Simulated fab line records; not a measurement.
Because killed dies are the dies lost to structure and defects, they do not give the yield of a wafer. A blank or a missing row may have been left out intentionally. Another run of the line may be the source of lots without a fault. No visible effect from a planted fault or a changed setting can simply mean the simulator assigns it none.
Chamber matching    flow nand harc    NHARC_A_CHANNEL_FILL_D1_ALD_25 on ald hk-03: 4 sister chambers
The step deposits SiOx, target thk 60 nm, pulse time 10 s, ald cycles 600. 4 wafers are shown with their chamber, then 7 later ones without.

## WAFERS WITH THEIR CHAMBER
wafer   chamber  heater power w (W)
L378.1  0        488
L378.6  2        505
L379.2  3        387
L379.3  1        423

## WAFERS MISSING THEIR CHAMBER
wafer   heater power w (W)
L379.4  489
L385.2  495
L385.5  395
L385.6  491
L387.1  495
L387.3  394
L387.6  436

## WHICH CHAMBER EACH WENT THROUGH
wafer   from the rows above      in truth
L379.4  0                        0
L385.2  can't be placed: 0 or 2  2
L385.5  3                        3
L385.6  can't be placed: 0 or 2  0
L387.1  can't be placed: 0 or 2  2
L387.3  3                        3
L387.6  1                        1
Correct placement for 4 of the 7. From these rows, 3 cannot be placed; in 3 the true chamber is one of the candidates. Number placed wrongly: 0.
How it was worked out, from the rows above alone: a wafer's distance from a chamber is the root of the sum, over the readings, of the square of ((its reading less the chamber's mean) divided by the reading's scatter). The wafer belongs to the nearest chamber; if the next one is less than 2 further off, it can't be placed. The mean given for a chamber averages the wafers shown for that chamber. The scatter: with one shown wafer a chamber, the root of the mean of the squares of how far each hidden wafer lies from its nearest shown one.
